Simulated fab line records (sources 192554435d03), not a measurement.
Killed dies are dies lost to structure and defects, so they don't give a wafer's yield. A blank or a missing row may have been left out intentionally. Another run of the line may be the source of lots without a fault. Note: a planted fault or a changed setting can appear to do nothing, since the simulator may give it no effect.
fab line records    flow n5Finfet
[record] lots = 5  wafers = 15  lastDay = 17
route steps=1938 shown BEOL_M0_SAQP@665 BEOL_M0_CUTY@701 BEOL_M4@1111 PASSIVATION@1936
lots untouched by any fault: they come from a run of this same line in which no faults occurred
startH: start of the lot's first displayed wafer, in hours after the record's first day    waitH: hours elapsed since this lot's preceding step    " same as the row above    L1.1+2: a row that stands for several wafers    - no value present, or no start provided    * or withheld: withheld    < > ~ a bound
route shown NAME@n: NAME is a module with steps in the file, n the number in the route of the first one    usual: mean/standard deviation of fault-free wafers    same: alike in all rows    chamber/n: place in a boat    sites: the reading at each site    _std_site: their standard deviation    _edge_site: mean of outer sites minus mean of inner sites    radiusMm: for every site, how far away it sits from the centre of the wafer    mask NAME#n: copy n    behind: tool/chamber where the wafer was last shaped    hold: why the lot was held/for how many hours/how that ended    device: whichever transistor did not switch (one of n, p or np)    end of line: the same wafers' tests at the end of the route    a step with no rows: only its recipe    killed: the dies lost at the first sort to structure and to defects; this is not the yield of the wafer    map: per-die view of a wafer (x killed, . not killed, _ where there is no die)
set.NAME: the run value of the setting; set.NAME@STEP: its run value at that earlier step    model.NAME: the simulator's own value behind a step, which no gauge read
lots seen at some steps along the route; tables by step, rows by wafer
services: a tool's chamber out of use, with start hour (startH, from the record's first day; less than 0 if before it), hours out, and reason
[[steps]]
[step N5_BEOL_M0_SAQP_MANDREL1_REMOVE_100]
[recipe] chemistry = HBr/Cl2/O2  btTimeS = 10  target = a-Si  stopOn = SiNx  endpoint = OES-SiCl  overEtchFrac = 0.85  icpW = 600  biasW = 30  HBr_flow_sccm = 150  Cl2_flow_sccm = 80  O2_flow_sccm = 5  pressureMtorr = 10
[step N5_BEOL_M0_SAQP_ETCH_101]
[recipe] chemistry = CH3F/O2  target = SiNx  maskMaterial = SiO2  targetDepthA = 299  timeS = 42.7  pressureMtorr = 30  sourceW = 395  biasW = 73  Ar_flow_sccm = 150  CH3F_flow_sccm = 30  O2_flow_sccm = 20  ionEnergyEv = 120
[step N5_BEOL_M0_SAQP_ETCH_102]
[recipe] chemistry = CF4  target = SiO2  targetDepthA = 40  ionEnergyEv = 350  timeS = 4.4  pressureMtorr = 10  icpW = 800  biasW = 400  cf4FlowSccm = 80
[step N5_BEOL_M0_SAQP_MANDREL_ETCH_103]
[recipe] chemistry = HBr/Cl2  target = a-Si  targetDepthA = 450  btTimeS = 10  stopOn = SiCN  maskMaterial = SiO2  overEtchFrac = 0.8  timeS = 27  pressureMtorr = 10  icpW = 800  biasW = 75  HBr_flow_sccm = 150  Cl2_flow_sccm = 80  ends = endPoint
[step N5_BEOL_M0_SAQP_RECESS_104]
[recipe] chemistry = HF/NH3  target = SiO2  targetDepthA = 180  afsCycles = 3  tempC = 30  sublimationTempC = 180  sublimationTimeS = 60
[step N5_BEOL_M0_SAQP_COAT_105]
[recipe] resist = SOC  tempC = 250  timeS = 60  spinRpm = 1500  resistThkNm = 100
[step N5_BEOL_M0_SAQP_ETCH_106]
[recipe] chemistry = N2/H2  target = SOC  targetDepthA = 1500  stopOn = SiNx  ionEnergyEv = 100  biasW = 61  pressureMtorr = 30  sourceW = 850  n2FlowSccm = 200  h2FlowSccm = 200
[step N5_BEOL_M0_SAQP_ETCH_107]
[recipe] chemistry = CH3F/O2  target = SiNx  targetDepthA = 300  maskMaterial = SOC  pressureMtorr = 30  sourceW = 395  biasW = 73  Ar_flow_sccm = 150  CH3F_flow_sccm = 30  O2_flow_sccm = 20  ionEnergyEv = 120
[step N5_BEOL_M0_SAQP_STRIP_108]
[recipe] chemistry = N2/H2  powerW = 500  tempC = 40  pressureMtorr = 50  rfFrequencyHz = 6e+07  overashFraction = 0.3  biasPowerW = 28  h2Frac = 0.5  n2FlowSccm = 300  h2FlowSccm = 300
[step N5_BEOL_M0_SAQP_RECESS_109]
[recipe] chemistry = HF/NH3  target = SiO2  targetDepthA = 30  afsCycles = 1  tempC = 30  sublimationTempC = 180  sublimationTimeS = 60
[step N5_BEOL_M0_SAQP_SPACER2_ALD_26]
[recipe] material = SiO2  targetThkA = 150  tempC = 300  aldPrecursorFamily = BDEAS  aldCoReactant = O2-plasma  pulseTimeS = 1  purgeTimeS = 2  coReactantPurgeTimeS = 2  pressureTorr = 2
[step N5_BEOL_M0_SAQP_SPACER2_ETCHBACK_27]
[recipe] chemistry = CHF3/O2  mode = anisotropicEtchback  target = SiO2  targetDepthA = 225  timeS = 11.25  pressureMtorr = 30  sourceW = 650  biasW = 170  Ar_flow_sccm = 200  CHF3_flow_sccm = 50  O2_flow_sccm = 5  ionEnergyEv = 200
[usual] drypumpMotorCurrentA = 5.7/0.57  oesProductAu = 0.76/0.074  rfVppV = 525/9.5  showerheadPlenumPTorr = 2.39/0.075  throttleValvePct = 18.8/0.31
lot.wafer  tool        chamber  startH  waitH  drypumpMotorCurrentA  oesProductAu  rfHoursCounterH  rfVppV  showerheadPlenumPTorr  throttleValvePct
L795.1     rieDiel-02  1        195.19  0.3    6.6                   0.69          206              531     2.47                   19.0
L795.3     "           3        "       "      6.6                   0.86          52               530     2.36                   18.5
L795.6     "           3        "       "      6.6                   0.86          -                530     2.36                   18.5
L797.2     rieDiel-02  1        207.67  0.3    6.6                   0.68          210              531     2.47                   19.1
L797.5     "           1        "       "      6.6                   0.51          -                531     2.47                   19.0
L797.6     "           2        "       "      4.6                   0.69          -                523     2.48                   18.8
L798.4     rieDiel-02  2        209.03  0.3    4.7                   0.68          10               526     2.48                   18.8
L798.5     "           3        "       "      6.6                   0.62          -                529     2.36                   18.5
L798.6     "           2        "       "      4.7                   0.68          -                523     2.48                   18.8
L800.1     rieDiel-02  0        219.22  0.3    5.8                   0.68          233              506     2.48                   19.5
L800.3     "           3        "       "      6.6                   0.85          58               529     2.36                   18.5
L800.6     "           3        "       "      6.6                   0.62          -                528     2.36                   18.5
L802.1     rieDiel-04  3        234.02  0.3    6.3                   0.72          220              524     2.39                   18.9
L802.2     "           1        "       "      5.3                   0.81          99               538     2.32                   18.5
L802.5     "           3        "       "      6.3                   0.71          -                525     2.39                   18.9
[step N5_BEOL_M0_SAQP_MANDREL2_REMOVE_110]
[recipe] chemistry = HBr/Cl2/O2  btTimeS = 10  target = a-Si  stopOn = SiCN  endpoint = OES-SiCl  overEtchFrac = 1  icpW = 600  biasW = 30  HBr_flow_sccm = 150  Cl2_flow_sccm = 80  O2_flow_sccm = 5  pressureMtorr = 10
[usual] drypumpMotorCurrentA = 5.8/0.37  heBacksideLeakSccm = 2.8/0.32  mfcCl2Sccm = 79.99/0.24  oesProductAu = 0.992/0.015  throttleValvePct = 36.7/0.32
lot.wafer  tool      chamber  startH  waitH  drypumpMotorCurrentA  heBacksideLeakSccm  mfcCl2Sccm  oesProductAu  rfHoursCounterH  throttleValvePct
L795.1     rieSi-06  2        195.28  0.1    5.9                   2.6                 80.25       0.967         9                36.4
L795.3     "         0        "       "      6.0                   2.7                 79.75       0.965         148              36.8
L795.6     "         2        "       "      5.9                   2.6                 79.73       0.984         -                36.4
L797.2     rieSi-01  0        207.76  0.1    5.9                   2.6                 79.95       0.999         14               36.5
L797.5     "         0        "       "      5.9                   2.6                 79.84       0.376         -                36.5
L797.6     "         1        "       "      6.3                   3.1                 79.79       0.367         -                36.6
L798.4     rieSi-06  2        209.12  0.1    6.0                   2.5                 79.60       0.371         10               36.4
L798.5     "         0        "       "      6.0                   2.7                 79.64       0.365         -                36.8
L798.6     "         3        "       "      5.0                   2.5                 79.84       0.379         -                36.3
L800.1     rieSi-01  1        219.31  0.1    6.3                   3.3                 79.85       1.003         120              36.6
L800.3     "         3        "       "      5.8                   2.5                 80.40       0.965         131              36.6
L800.6     "         1        "       "      6.3                   3.4                 79.86       0.376         -                36.6
L802.1     rieSi-06  1        234.11  0.1    6.0                   2.8                 79.62       0.983         89               37.0
L802.2     "         2        "       "      5.9                   2.5                 79.96       0.961         10               36.4
L802.5     "         2        "       "      5.9                   2.5                 79.92       0.958         -                36.4
[step N5_BEOL_M0_SAQP_COAT_69]
[recipe] resist = SOC  tempC = 250  timeS = 60  spinRpm = 1500  resistThkNm = 90
[step N5_BEOL_M0_SAQP_COAT_72]
[recipe] resist = SiARC  tempC = 220  timeS = 60  spinRpm = 1500  resistThkNm = 15
[step N5_BEOL_M0_SAQP_COAT_87]
[recipe] resist = underlayer  tempC = 205  timeS = 60  spinRpm = 1500  resistThkNm = 5
[step N5_BEOL_M0_SAQP_COAT_34]
[recipe] resist = CAR-EUV  spinRpm = 1500  resistThkNm = 30
[step N5_BEOL_M0_SAQP_EBR_36]
[recipe] solvent = PGMEA  ebrWidthMm = 1.5
[step N5_BEOL_M0_SAQP_SOFTBAKE_35]
[recipe] tempC = 110  timeS = 60  resist = CAR-EUV
[step N5_BEOL_M0_SAQP_EXPOSE_37]
[recipe] maskId = M0_CUT1  na = 0.33  sourceShape = annular  sigmaInner = 0.35  sigmaOuter = 0.8  polarization = unpolarized  targetCdNm = 30  doseMj = 44.75
[step N5_BEOL_M0_SAQP_PEB_38]
[recipe] pebTempC = 100  pebTimeS = 60  resist = CAR-EUV
[step N5_BEOL_M0_SAQP_DEVELOP_39]
[recipe] developTimeS = 30  developer = TMAH  resist = CAR-EUV  rinseLiquid = surfactantRinse  dry = airSpin  devTempC = 23
[step N5_BEOL_M0_SAQP_DESCUM_45]
[recipe] chemistry = O2  timeS = 7  sourcePowerW = 50  biasPowerW = 20  pressureMtorr = 20  rfFrequencyHz = 2.712e+07  tempC = 40  resist = CAR-EUV  o2FlowSccm = 225
[step N5_BEOL_M0_SAQP_ETCH_88]
[recipe] chemistry = N2/H2  target = underlayer  targetDepthA = 65  timeS = 5.2  ionEnergyEv = 200  maskMaterial = CAR-EUV  pressureMtorr = 30  sourceW = 840  biasW = 150  n2FlowSccm = 200  h2FlowSccm = 200  ends = cleared
[step N5_BEOL_M0_SAQP_ETCH_73]
[recipe] chemistry = CF4  target = SiARC  targetDepthA = 195  maskMaterial = CAR-EUV  timeS = 32.5  ionEnergyEv = 80  pressureMtorr = 40  sourceW = 545  biasW = 36  Ar_flow_sccm = 100  cf4FlowSccm = 100  ends = cleared
[step N5_BEOL_M0_SAQP_CUT_ETCH_46]
[recipe] chemistry = N2/H2  target = SOC  targetDepthA = 1350  overetchA = 270  tempC = 40  timeS = 202.5  ionEnergyEv = 200  maskMaterial = SiARC  pressureMtorr = 30  sourceW = 840  biasW = 150  n2FlowSccm = 200  h2FlowSccm = 200
[step N5_BEOL_M0_SAQP_STRIP_74]
[recipe] chemistry = N2/H2  tempC = 40  n2FlowSccm = 200  h2FlowSccm = 200  rfFrequencyHz = 6e+07
[step N5_BEOL_M0_SAQP_STRIP_89]
[recipe] chemistry = N2/H2  tempC = 40  n2FlowSccm = 200  h2FlowSccm = 200  rfFrequencyHz = 6e+07
[step N5_BEOL_M0_SAQP_ALD_48]
[recipe] material = SiO2  targetThkA = 200  tempC = 100  aldPrecursorFamily = BDEAS  aldCoReactant = O2-plasma  pulseTimeS = 1  coReactantPulseTimeS = 1  purgeTimeS = 2  coReactantPurgeTimeS = 2  aldCycles = 139  pressureTorr = 2
[step N5_BEOL_M0_SAQP_ETCH_49]
[recipe] chemistry = CF4/O2  targetDepthA = 370  target = SiO2  pressureMtorr = 40  sourceW = 535  biasW = 49  Ar_flow_sccm = 100  cf4FlowSccm = 100  O2_flow_sccm = 10  ionEnergyEv = 100
[step N5_BEOL_M0_SAQP_STRIP_75]
[recipe] chemistry = CF4  resist = SiARC  powerW = 300  biasPowerW = 75  pressureMtorr = 50  cf4FlowSccm = 150  rfFrequencyHz = 6e+07
[step N5_BEOL_M0_CUTY_COAT_50]
[recipe] resist = SiARC  tempC = 220  timeS = 60  spinRpm = 1500  resistThkNm = 15
[step N5_BEOL_M0_CUTY_COAT_51]
[recipe] resist = CAR-ArF-block  spinRpm = 1500  resistThkNm = 150
[step N5_BEOL_M0_CUTY_EBR_52]
[recipe] solvent = PGMEA  ebrWidthMm = 1.5
[step N5_BEOL_M0_CUTY_SOFTBAKE_53]
[recipe] tempC = 110  timeS = 60  resist = CAR-ArF-block
[step N5_BEOL_M0_CUTY_EXPOSE_54]
[recipe] maskId = M0_ABLK  na = 1.35  sourceShape = conventional  sigmaOuter = 0.8  polarization = unpolarized  doseMj = 36
[step N5_BEOL_M0_CUTY_PEB_55]
[recipe] pebTempC = 110  pebTimeS = 60  resist = CAR-ArF-block
[step N5_BEOL_M4_RC_MEAS_101]
[usual] DIBL_N = 36.5/2  DIBL_P = 36.5/2.3  IOFF_N = 0.16/0.036  IOFF_P = 0.21/0.037  ION_N = 672/12  ION_P = 459/7.1  SS_N = 71.6/0.73  SS_P = 73.4/0.76  VT_N = 250/3.3  VT_P = -250.5/2.9
lot.wafer  tool       chamber  startH  waitH  DIBL_N[mV/V]  DIBL_P[mV/V]  IOFF_N[nA/um]  IOFF_P[nA/um]  ION_N[uA/um]  ION_P[uA/um]  SS_N[mV/dec]  SS_P[mV/dec]  VT_N[mV]  VT_P[mV]
L795.1     prober-01  0        259.25  0.0    38.0          39.0          0.22           0.24           690           463           72.4          74.0          246       -248.6
L795.3     "          0        "       "      35.1          36.7          0.16           0.21           676           462           71.2          73.1          249       -248.9
L795.6     "          0        "       "      37.5          37.8          0.18           0.23           654           450           72.8          73.5          251       -250.7
L797.2     prober-01  0        263.44  0.2    35.1          37.3          0.15           0.19           672           458           71.6          73.6          249       -253.4
L800.1     prober-02  0        274.13  0.0    34.9          33.7          0.13           0.20           664           466           71.1          72.7          253       -248.9
L800.3     "          0        "       "      37.1          35.2          0.15           0.22           654           449           71.9          72.9          255       -250.1
L802.1     prober-02  0        297.75  0.0    35.9          35.4          0.14           0.17           673           456           71.2          73.2          253       -256.2
L802.2     "          0        "       "      36.1          36.0          0.13           0.18           663           453           71.7          72.7          254       -255.0
L802.5     "          0        "       "      37.2          37.3          0.16           0.20           682           459           71.3          73.0          251       -253.5
[step N5_PASSIVATION_PROBE_49]
[usual] defectLimitedYield = 91.4/1.4  killed_at_M0_to_M3 = 33/11  killed_at_M4_up = 13/5.3  killedAtContacts = 13/6.1  killedAtFrontEnd = 40/11  killedAtOther = 2.9/2.7  killedDies = 102/17  killedOnRim = 14/4.2  killedOpen = 68/13  killedShort = 32/7.5  sort_bin_5_function = 5.1/0.98  sort_bin_6_memory = 3.2/0.69  sortNPass = 1077/21  sortYieldPct = 91.3/1.7
[same] grossDies = 1180  killedAtBackSide = 0  sort_bin_4_leakage[%] = 0  sort_bin_8_speed[%] = 0
lot.wafer  tool       chamber  startH  waitH  defectLimitedYield[%]  killed_at_M0_to_M3  killed_at_M4_up  killedAtContacts  killedAtFrontEnd  killedAtOther  killedDies  killedOnRim  killedOpen  killedShort  sort_bin_5_function[%]  sort_bin_6_memory[%]  sortNPass  sortYieldPct[%]
L795.1     prober-01  -        373.92  0.0    92.7                   19                  12               12                43                0              86          8            64          21           3.8                     3.1                   1094       92.7
L795.3     prober-01  -        374.02  0.1    90.9                   35                  19               13                34                6              107         11           81          23           5.5                     3.4                   1073       90.9
L795.6     prober-01  -        374.17  0.3    91.4                   23                  22               9                 45                2              101         11           68          33           4.6                     3.6                   1079       91.4
L798.4     prober-02  -        383.46  0.2    0                      1126                10               12                31                1              1180        152          78          29           96.1                    3.7                   0          0
L798.5     prober-02  -        383.51  0.2    0                      1101                26               10                43                0              1180        152          82          30           96.6                    3.2                   0          0
L798.6     prober-02  -        383.56  0.3    0                      1131                7                16                26                0              1180        152          58          23           96.4                    3.2                   0          0
L797.2     prober-02  -        391.87  0.1    91.7                   30                  15               9                 37                7              98          12           75          22           4.7                     3.5                   1082       91.7
L797.5     prober-02  -        392.02  0.2    0                      1096                17               9                 46                12             1180        152          87          51           94.6                    4.7                   0          0
L797.6     prober-02  -        392.07  0.3    0                      1110                12               11                39                8              1180        152          75          47           95.9                    3.6                   0          0
L800.3     prober-02  -        395.58  0.1    92.5                   13                  15               9                 51                1              89          19           54          31           4.8                     2.5                   1091       92.5
L800.6     prober-02  -        395.73  0.3    0                      1094                9                21                56                0              1180        152          64          41           95.7                    3.9                   0          0
// killed by level:class
L795.1 MOL_CONTACT_COAG:geometricParticle:open=11 FIN_SAQP:geometricParticle:open=10 ILD0:geometricParticle:open=10 BEOL_M3:geometricParticle:open=7 STI_FIN_REVEAL:geometricParticle:open=6 FIN_SAQP:geometricParticle:short=5 BEOL_M0_SAQP:geometricParticle:short=5 DUMMY_GATE:geometricParticle:open=4
L795.3 FIN_SAQP:geometricParticle:open=15 BEOL_M3:geometricParticle:open=12 MOL_CONTACT_COAG:geometricParticle:open=12 BEOL_M4:geometricParticle:open=8 BEOL_M2:geometricParticle:open=6 FIN_SAQP:geometricParticle:short=4 BEOL_M0_SAQP:geometricParticle:open=4 BEOL_M1:geometricParticle:open=4
L795.6 FIN_SAQP:geometricParticle:open=17 FIN_SAQP:geometricParticle:short=8 MOL_CONTACT_COAG:geometricParticle:open=8 BEOL_M4:geometricParticle:open=7 BEOL_M2:geometricParticle:open=6 BEOL_M0_SAQP:geometricParticle:open=5 BEOL_M3:geometricParticle:open=5 GATE_CUT:geometricParticle:short=4
L798.4 BEOL_M0_SAQP:areaEtchback=1073 BEOL_M3:geometricParticle:open=12 MOL_CONTACT_COAG:geometricParticle:open=11 BEOL_M0_SAQP:geometricParticle:open=11 FIN_SAQP:geometricParticle:open=10 FIN_SAQP:geometricParticle:short=9 BEOL_M0:geometricParticle:open=9 BEOL_M1:geometricParticle:open=8
L798.5 BEOL_M0_SAQP:areaEtchback=1067 STI_FIN_REVEAL:geometricParticle:open=15 BEOL_M4:geometricParticle:open=15 FIN_SAQP:geometricParticle:open=8 BEOL_M1:geometricParticle:open=8 BEOL_M3:geometricParticle:open=8 BEOL_M0_SAQP:geometricParticle:short=7 MOL_CONTACT_COAG:geometricParticle:open=6
L798.6 BEOL_M0_SAQP:areaEtchback=1097 STI_FIN_REVEAL:geometricParticle:open=9 BEOL_M1:geometricParticle:open=8 MOL_CONTACT_COAG:geometricParticle:open=8 BEOL_M0:geometricParticle:open=8 MOL_CONTACT_COAG:geometricParticle:short=6 BEOL_M2:geometricParticle:open=5 FIN_SAQP:geometricParticle:open=4
L797.2 BEOL_M3:geometricParticle:open=10 MOL_CONTACT_COAG:geometricParticle:open=9 STI_FIN_REVEAL:geometricParticle:open=8 BEOL_M0_SAQP:geometricParticle:open=7 BEOL_M2:geometricParticle:open=6 FIN_SAQP:geometricParticle:open=5 DUMMY_GATE:geometricParticle:open=5 MIM_TOP_ETCH:geometricParticle:short=5
L797.5 BEOL_M0_SAQP:areaEtchback=1042 BEOL_M0_SAQP:geometricParticle:short=13 BEOL_M1:geometricParticle:open=13 BEOL_M3:geometricParticle:open=9 MOL_CONTACT_COAG:geometricParticle:open=8 BEOL_M0_SAQP:geometricParticle:open=8 FIN_SAQP:geometricParticle:short=7 STARTING-WAFER:geometricParticle:open=7
L797.6 BEOL_M0_SAQP:areaEtchback=1058 BEOL_M3:geometricParticle:open=14 STI_FIN_REVEAL:geometricParticle:open=12 BEOL_M0_SAQP:geometricParticle:open=12 BEOL_M0_SAQP:geometricParticle:short=10 MOL_CONTACT_COAG:geometricParticle:open=7 FIN_SAQP:geometricParticle:open=6 FIN_SAQP:geometricParticle:short=6
L800.3 STI_FIN_REVEAL:geometricParticle:open=11 BEOL_M4:geometricParticle:open=9 FIN_SAQP:geometricParticle:open=8 GATE_CUT:geometricParticle:short=6 FIN_SAQP:geometricParticle:short=5 STARTING-WAFER:geometricParticle:short=5 MOL_CONTACT_COAG:geometricParticle:open=5 STI_FIN_REVEAL:geometricParticle:short=4
L800.6 BEOL_M0_SAQP:areaEtchback=1074 STI_FIN_REVEAL:geometricParticle:open=18 FIN_SAQP:geometricParticle:short=15 MOL_CONTACT_COAG:geometricParticle:open=13 FIN_SAQP:geometricParticle:open=8 MOL_CONTACT_COAG:geometricParticle:short=7 BEOL_M1:geometricParticle:open=7 BEOL_M3:geometricParticle:open=5
// map L797.5 (x killed, . not)
_________________xxxxxxxxxxxx________________
______________xxxxxxxxxxxxxxxxxx_____________
___________xxxxxxxxxxxxxxxxxxxxxxxx__________
__________xxxxxxxxxxxxxxxxxxxxxxxxxx_________
________xxxxxxxxxxxxxxxxxxxxxxxxxxxxxx_______
_______xxxxxxxxxxxxxxxxxxxxxxxxxxxxxxxx______
______xxxxxxxxxxxxxxxxxxxxxxxxxxxxxxxxxx_____
_____xxxxxxxxxxxxxxxxxxxxxxxxxxxxxxxxxxxx____
____xxxxxxxxxxxxxxxxxxxxxxxxxxxxxxxxxxxxxx___
___xxxxxxxxxxxxxxxxxxxxxxxxxxxxxxxxxxxxxxxx__
___xxxxxxxxxxxxxxxxxxxxxxxxxxxxxxxxxxxxxxxx__
__xxxxxxxxxxxxxxxxxxxxxxxxxxxxxxxxxxxxxxxxxx_
__xxxxxxxxxxxxxxxxxxxxxxxxxxxxxxxxxxxxxxxxxx_
_xxxxxxxxxxxxxxxxxxxxxxxxxxxxxxxxxxxxxxxxxxxx
_xxxxxxxxxxxxxxxxxxxxxxxxxxxxxxxxxxxxxxxxxxxx
_xxxxxxxxxxxxxxxxxxxxxxxxxxxxxxxxxxxxxxxxxxxx
_xxxxxxxxxxxxxxxxxxxxxxxxxxxxxxxxxxxxxxxxxxxx
_xxxxxxxxxxxxxxxxxxxxxxxxxxxxxxxxxxxxxxxxxxxx
_xxxxxxxxxxxxxxxxxxxxxxxxxxxxxxxxxxxxxxxxxxxx
_xxxxxxxxxxxxxxxxxxxxxxxxxxxxxxxxxxxxxxxxxxxx
_xxxxxxxxxxxxxxxxxxxxxxxxxxxxxxxxxxxxxxxxxxxx
__xxxxxxxxxxxxxxxxxxxxxxxxxxxxxxxxxxxxxxxxxx_
__xxxxxxxxxxxxxxxxxxxxxxxxxxxxxxxxxxxxxxxxxx_
___xxxxxxxxxxxxxxxxxxxxxxxxxxxxxxxxxxxxxxxx__
___xxxxxxxxxxxxxxxxxxxxxxxxxxxxxxxxxxxxxxxx__
____xxxxxxxxxxxxxxxxxxxxxxxxxxxxxxxxxxxxxx___
_____xxxxxxxxxxxxxxxxxxxxxxxxxxxxxxxxxxxx____
______xxxxxxxxxxxxxxxxxxxxxxxxxxxxxxxxxx_____
_______xxxxxxxxxxxxxxxxxxxxxxxxxxxxxxxx______
________xxxxxxxxxxxxxxxxxxxxxxxxxxxxxx_______
__________xxxxxxxxxxxxxxxxxxxxxxxxxx_________
___________xxxxxxxxxxxxxxxxxxxxxxxx__________
______________xxxxxxxxxxxxxxxxxx_____________
_________________xxxxxxxxxxxx________________
// map L798.4 (x killed, . not)
_________________xxxxxxxxxxxx________________
______________xxxxxxxxxxxxxxxxxx_____________
___________xxxxxxxxxxxxxxxxxxxxxxxx__________
__________xxxxxxxxxxxxxxxxxxxxxxxxxx_________
________xxxxxxxxxxxxxxxxxxxxxxxxxxxxxx_______
_______xxxxxxxxxxxxxxxxxxxxxxxxxxxxxxxx______
______xxxxxxxxxxxxxxxxxxxxxxxxxxxxxxxxxx_____
_____xxxxxxxxxxxxxxxxxxxxxxxxxxxxxxxxxxxx____
____xxxxxxxxxxxxxxxxxxxxxxxxxxxxxxxxxxxxxx___
___xxxxxxxxxxxxxxxxxxxxxxxxxxxxxxxxxxxxxxxx__
___xxxxxxxxxxxxxxxxxxxxxxxxxxxxxxxxxxxxxxxx__
__xxxxxxxxxxxxxxxxxxxxxxxxxxxxxxxxxxxxxxxxxx_
__xxxxxxxxxxxxxxxxxxxxxxxxxxxxxxxxxxxxxxxxxx_
_xxxxxxxxxxxxxxxxxxxxxxxxxxxxxxxxxxxxxxxxxxxx
_xxxxxxxxxxxxxxxxxxxxxxxxxxxxxxxxxxxxxxxxxxxx
_xxxxxxxxxxxxxxxxxxxxxxxxxxxxxxxxxxxxxxxxxxxx
_xxxxxxxxxxxxxxxxxxxxxxxxxxxxxxxxxxxxxxxxxxxx
_xxxxxxxxxxxxxxxxxxxxxxxxxxxxxxxxxxxxxxxxxxxx
_xxxxxxxxxxxxxxxxxxxxxxxxxxxxxxxxxxxxxxxxxxxx
_xxxxxxxxxxxxxxxxxxxxxxxxxxxxxxxxxxxxxxxxxxxx
_xxxxxxxxxxxxxxxxxxxxxxxxxxxxxxxxxxxxxxxxxxxx
__xxxxxxxxxxxxxxxxxxxxxxxxxxxxxxxxxxxxxxxxxx_
__xxxxxxxxxxxxxxxxxxxxxxxxxxxxxxxxxxxxxxxxxx_
___xxxxxxxxxxxxxxxxxxxxxxxxxxxxxxxxxxxxxxxx__
___xxxxxxxxxxxxxxxxxxxxxxxxxxxxxxxxxxxxxxxx__
____xxxxxxxxxxxxxxxxxxxxxxxxxxxxxxxxxxxxxx___
_____xxxxxxxxxxxxxxxxxxxxxxxxxxxxxxxxxxxx____
______xxxxxxxxxxxxxxxxxxxxxxxxxxxxxxxxxx_____
_______xxxxxxxxxxxxxxxxxxxxxxxxxxxxxxxx______
________xxxxxxxxxxxxxxxxxxxxxxxxxxxxxx_______
__________xxxxxxxxxxxxxxxxxxxxxxxxxx_________
___________xxxxxxxxxxxxxxxxxxxxxxxx__________
______________xxxxxxxxxxxxxxxxxx_____________
_________________xxxxxxxxxxxx________________
[[services]]
tool        chamber  startH  hours  kind
rieSi-01    0        179.24  4.7    repair
rieSi-06    0        185.11  3.5    repair
rieDiel-04  1        209.51  16.5   repair
rieSi-06    0        231.56  101.1  repair
[[key]]
[firstSign] step = N5_BEOL_M0_SAQP_SPACER2_ETCHBACK_27  reading = oesProductAu  direction = down  sigmas = 1.8  usual = 0.76  struck = 0.63
[effect] step = N5_BEOL_M0_SAQP_MANDREL2_REMOVE_110  reading = oesProductAu  direction = down  sigmas = 42  usual = 0.992  struck = 0.372
[effect] step = N5_PASSIVATION_PROBE_49  reading = killed_at_M0_to_M3  direction = up  sigmas = 99+  usual = 33  struck = 1110
[moreKillsBornAt] N5_BEOL_M0_SAQP_SPACER2_ETCHBACK_27@rieDiel-02 = 6411
metAt N5_BEOL_M0_SAQP_SPACER2_ETCHBACK_27
struckWafers L797.5,L797.6,L798.4,L798.5,L798.6,L800.6
laterRowsLeftOut L797.5,L797.6,L798.4,L798.5,L798.6,L800.6
onsetBetween 195.19 207.67
[fault] kind = processParameterDrift  tool = rieDiel-02  chamber = -  onsetH = 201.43  steps = N5_BEOL_M0_SAQP_SPACER2_ETCHBACK_27  channel = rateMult  offset = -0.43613  shape = step  endH = 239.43  scope = struckWafersOnly
// laterRowsLeftOut: the simulator's readings of these wafers behind a module that went badly wrong aren't trusted and aren't shown, but for the sort
